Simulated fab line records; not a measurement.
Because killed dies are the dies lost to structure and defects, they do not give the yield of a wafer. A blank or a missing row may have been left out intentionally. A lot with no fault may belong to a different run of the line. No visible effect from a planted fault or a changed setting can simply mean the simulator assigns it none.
Split-lot experiment	flow n5-finfet	on a route of 1938 steps: 7 lots, 39 wafers read

ON THE SPLIT
At N5_BEOL_M12_ILD_DEP_00 (deposits SiOC from DEMS/O2, target thk 658.92 nm, time 130.7 s), the setting target-thk-a was moved away from the recipe's 6589.2 angstrom on 18 of the 39 wafers read, by -51.3% to +37.1%. The other wafers ran this setting at the recipe's value.

Between the split and the reading, the file records no step.

THE READING
M12_ILD_THK in nanometres, read at N5_BEOL_M12_THK_MEAS_01. On this fab line, fault-free wafers typically give 660 nm with a standard deviation of 10 nm.

wafer	tool, chamber at the split	target-thk-a as run, angstrom	against the recipe	M12_ILD_THK, nm	against lot-mates on the recipe
L076.1	pecvd-04, 0	6589.2	recipe	660	-
L076.2	pecvd-04, 1	3211	-51.3%	336	-330
L076.3	pecvd-04, 2	6589.2	recipe	668	-
L076.4	pecvd-04, 2	3211	-51.3%	331	-335
L076.5	pecvd-04, 0	6589.2	recipe	671	-
L076.6	pecvd-04, 1	3211	-51.3%	337	-329
L083.1	pecvd-04, 1	7578	+15.0%	759	+89
L083.2	pecvd-04, 0	7578	+15.0%	751	+81
L083.3	pecvd-04, 2	6589.2	recipe	666	-
L083.4	pecvd-04, 2	6589.2	recipe	682	-
L083.5	pecvd-04, 0	6589.2	recipe	663	-
L083.6	pecvd-04, 1	7578	+15.0%	766	+96
L084.1	pecvd-04, 1	8843	+34.2%	886	+220
L084.2	pecvd-04, 0	6589.2	recipe	654	-
L084.3	pecvd-04, 2	8843	+34.2%	890	+224
L084.4	pecvd-04, 0	6589.2	recipe	666	-
L084.5	pecvd-04, 2	6589.2	recipe	678	-
L084.6	pecvd-04, 1	8843	+34.2%	891	+225
L085.2	pecvd-04, 0	6589.2	recipe	650	-
L085.4	pecvd-04, 1	6589.2	recipe	665	-
L085.5	pecvd-04, 2	6589.2	recipe	676	-
L088.1	pecvd-01, 2	6589.2	recipe	650	-
L088.2	pecvd-01, 0	9031	+37.1%	893	+234
L088.3	pecvd-01, 1	9031	+37.1%	908	+249
L088.4	pecvd-01, 0	9031	+37.1%	910	+251
L088.5	pecvd-01, 2	6589.2	recipe	661	-
L088.6	pecvd-01, 1	6589.2	recipe	666	-
L091.1	pecvd-04, 2	6589.2	recipe	650	-
L091.2	pecvd-04, 1	4759	-27.8%	474	-182
L091.3	pecvd-04, 0	4759	-27.8%	469	-187
L091.4	pecvd-04, 1	4759	-27.8%	472	-184
L091.5	pecvd-04, 0	6589.2	recipe	663	-
L091.6	pecvd-04, 2	6589.2	recipe	656	-
L097.1	pecvd-02, 1	6589.2	recipe	645	-
L097.2	pecvd-02, 0	4760	-27.8%	458	-199
L097.3	pecvd-02, 2	4760	-27.8%	477	-180
L097.4	pecvd-02, 1	4760	-27.8%	469	-188
L097.5	pecvd-02, 2	6589.2	recipe	668	-
L097.6	pecvd-02, 0	6589.2	recipe	657	-

THE FIT
A straight line over all 39 wafers: M12_ILD_THK changes by +6.57 nm for each +1% of target-thk-a; r = +1.00; the points scatter about the line by 9.5 nm.
The same after taking each lot's own level away (the mean of its wafers on the recipe; 39 wafers): +6.54 nm for each +1%; r = +1.00; scatter 8 nm.
According to that fit, moving target-thk-a by its largest amount changes the reading by 3.4e+02 nm.
From 656.3 to 670.3 nm: that is the span of the lots' own levels, equal to 1.4 times the standard deviation above.
The two slopes are in agreement: the lot-to-lot level therefore moves the slope only a little.
Check: -337 nm against its lot-mates is what the line predicts for one of the wafers moved furthest among these (-51.3%) when that wafer is left out of the fit. Against them it came out at -330 nm.

THE WHOLE CHAIN: every reading that the file lists as answering this split, in the file's order
step	what it does	reading	change (the file's fit)	r (the file's)
N5_BEOL_M12_ILD_DEP_00	deposits SiOC from DEMS/O2, target thk 658.92 nm, time 130.7 s	SiOC_of_BEOL_M12_ILD_DEP_00.thk-nm (the simulator's own value, which no gauge read)	+6.54 nm for each +1% of the setting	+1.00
N5_BEOL_M12_THK_MEAS_01		M12_ILD_THK	+6.54 for each +1% of the setting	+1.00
N5_BEOL_M12_VIA_ETCH_16	etches SiOC in C4F8/O2/Ar, target depth 724.8 nm	etch.depth-nm (the simulator's own value, which no gauge read)	+6.54 nm for each +1% of the setting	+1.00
N5_BEOL_M12_VIA_ETCH_16	etches SiOC in C4F8/O2/Ar, target depth 724.8 nm	coat_of_BEOL_M12_COAT_04.thk-nm (the simulator's own value, which no gauge read)	-1.93 nm for each +1% of the setting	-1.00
N5_BEOL_M12_STRIP_63	strips in N2/H2	oes-product-au	not straight: 0.835 at the lowest setting, 0.692 at the recipe, 0.664 at the highest	not given
N5_BEOL_M12_STRIP_63	strips in N2/H2	strip-time-to-endpoint-s	withheld for each +1% of the setting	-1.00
N5_BEOL_M12_ETCH_38	etches SiCN in CF4/N2, target depth 68.7 nm, time 73.4 s	SiOC_of_BEOL_M12_ILD_DEP_00.thk-nm (the simulator's own value, which no gauge read)	+6.59 nm for each +1% of the setting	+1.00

THE FILE'S OWN FIT
M12_ILD_THK changes by +6.54 nm for each +1% of target-thk-a, r = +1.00.
